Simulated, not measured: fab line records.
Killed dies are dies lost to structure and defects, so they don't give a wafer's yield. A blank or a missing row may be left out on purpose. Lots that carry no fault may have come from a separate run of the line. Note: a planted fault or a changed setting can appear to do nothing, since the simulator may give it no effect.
Chamber matching + flow nand_harc + NHARC_A_M0_PRE_CLEAN_31 on pecvd-04 has 3 sister chambers
The step time 12 s. 3 wafers are shown with their chamber, then 7 later ones without.

WAFERS WITH THEIR CHAMBER
| wafer  | chamber | rf_fwd_power_W (W) |
|--------|---------|--------------------|
| L478.4 | 0       | 291.7              |
| L480.1 | 1       | 291.8              |
| L480.3 | 2       | 292.7              |

WAFERS MISSING THEIR CHAMBER
| wafer  | rf_fwd_power_W (W) |
|--------|--------------------|
| L480.5 | 292.8              |
| L481.2 | 292.5              |
| L481.4 | 292.2              |
| L481.6 | 293.5              |
| L484.3 | 291.1              |
| L484.4 | 290.7              |
| L484.5 | 290.9              |

THE CHAMBER EACH PASSED THROUGH
| wafer  | from the rows above          | in truth |
|--------|------------------------------|----------|
| L480.5 | can't be placed: 2 or 1 or 0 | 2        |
| L481.2 | can't be placed: 2 or 1 or 0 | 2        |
| L481.4 | can't be placed: 1 or 0 or 2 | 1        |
| L481.6 | can't be placed: 2 or 1 or 0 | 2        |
| L484.3 | can't be placed: 0 or 1 or 2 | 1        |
| L484.4 | can't be placed: 0 or 1 or 2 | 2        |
| L484.5 | can't be placed: 0 or 1 or 2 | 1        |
0 of 7 placed correctly. Can't be placed from these rows: 7 (the true chamber is among the candidates in 7). 0 placed wrongly.
How it was worked out, from the rows above alone: a wafer's distance from a chamber is the root of the sum, over the readings, of the square of ((its reading less the chamber's mean) divided by the reading's scatter). If the next closest chamber is less than 2 further off than the closest, the wafer can't be placed; otherwise it belongs to the closest. Each chamber's mean is taken over the wafers shown for it. The scatter: with one shown wafer a chamber, the root of the mean of the squares of how far each hidden wafer lies from its nearest shown one.
